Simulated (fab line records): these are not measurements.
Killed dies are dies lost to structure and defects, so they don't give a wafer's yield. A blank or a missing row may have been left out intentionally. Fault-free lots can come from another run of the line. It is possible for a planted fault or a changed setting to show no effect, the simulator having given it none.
What tool caused it?	flow n5_finfet	14 lots, 42 wafers sampled, at 2 steps of a route of 1938

WHAT THE GAUGES SHOWED, per wafer
N5_BEOL_M13_CD_MEAS_17: the cd target is 190 nm. Usual: 189.7 nm for cd_nm, sd 1.7.
lot	measured	on	cd_nm (nm)	flag
L699	day 11 06:38	cd_sem-03	190.1 188.0 190.4	
L700	day 11 06:58	cd_sem-02	192.8 191.2 191.0	
L702	day 11 09:13	cd_sem-03	191.4 188.0 188.8	
L703	day 11 23:44	cd_sem-03	189.0 188.8 190.1	
L704	day 12 06:46	cd_sem-03	188.7 189.0 190.1	
L706	day 13 12:44	cd_sem-01	190.2 187.4 187.1	
L708	day 13 15:37	cd_sem-03	187.0 188.5 185.3	
L712	day 14 10:49	cd_sem-02	187.5 188.6 190.2	
L711	day 14 17:08	cd_sem-03	187.5 189.6 189.9	
L714	day 15 12:05	cd_sem-02	191.2 190.0 190.3	
L716	day 15 15:55	cd_sem-02	190.2 189.9 187.4	
L720	day 16 20:53	cd_sem-03	188.8 190.9 192.1	
L719	day 17 04:31	cd_sem-03	188.6 187.2 187.9	
L721	day 17 16:34	cd_sem-01	188.9 186.8 191.9	

N5_BEOL_M13_RS_MEAS_54: measurement is done with a four-point probe. Usual: M13_RS typically reads 0.0447 ohm/sq, with standard deviation 0.00086.
lot	measured	on	M13_RS (ohm/sq)	flag
L699	day 11 13:26	film_metro-01	0.0438 0.0453 0.0441	
L700	day 11 14:30	film_metro-01	0.0461 0.0450 0.0456	
L702	day 11 14:23	film_metro-02	0.0444 0.0436 0.0436	
L703	day 12 05:19	film_metro-01	0.0467 0.0461 0.0465	
L704	day 12 11:50	film_metro-02	0.0451 0.0444 0.0458	
L706	day 13 17:52	film_metro-02	0.0436 0.0443 0.0436	
L708	day 13 19:39	film_metro-02	0.0465 0.0454 0.0448	
L712	day 14 15:52	film_metro-01	0.0434 0.0439 0.0430	
L711	day 14 22:51	film_metro-01	0.0439 0.0439 0.0445	
L714	day 15 17:54	film_metro-01	0.0439 0.0447 0.0443	
L716	day 15 18:32	film_metro-02	0.0445 0.0450 0.0448	
L720	day 17 05:56	film_metro-01	0.0446 0.0441 0.0444	
L719	day 17 09:34	film_metro-02	0.0443 0.0448 0.0440	
L721	day 17 20:50	film_metro-02	0.0448 0.0442 0.0460	

EACH LOT AND THE TOOL THAT RAN IT (in order: tool; ch and the chambers of the sampled wafers; start)
The record shows no process step preceding these readings.

AS READ BY THE TOOLS THEMSELVES (means over the sampled wafers that have a number; for cases with no such wafer, the mark the record gives instead)
The record holds no such reading with a usual standard deviation.

THE ANSWER, worked out from the rows above alone
Rule: lot off if the mean of its wafers having a number is beyond 3 standard deviations from the usual mean. Also off: a lot with no number at a reading for which 4 or more lots have one. The other lots that the step has rows for count as sound. The gauges are gone through in route order, then the tools' own readings, and for those a lot's mean is taken as printed above. The first step at which some lot is off is used, and at that step the reading that is off furthest; a lot without a number counts as furthest.
No lot is off on any of the readings shown, so nothing can be concluded from this.

WHAT WAS PUT IN BY THE SIMULATOR
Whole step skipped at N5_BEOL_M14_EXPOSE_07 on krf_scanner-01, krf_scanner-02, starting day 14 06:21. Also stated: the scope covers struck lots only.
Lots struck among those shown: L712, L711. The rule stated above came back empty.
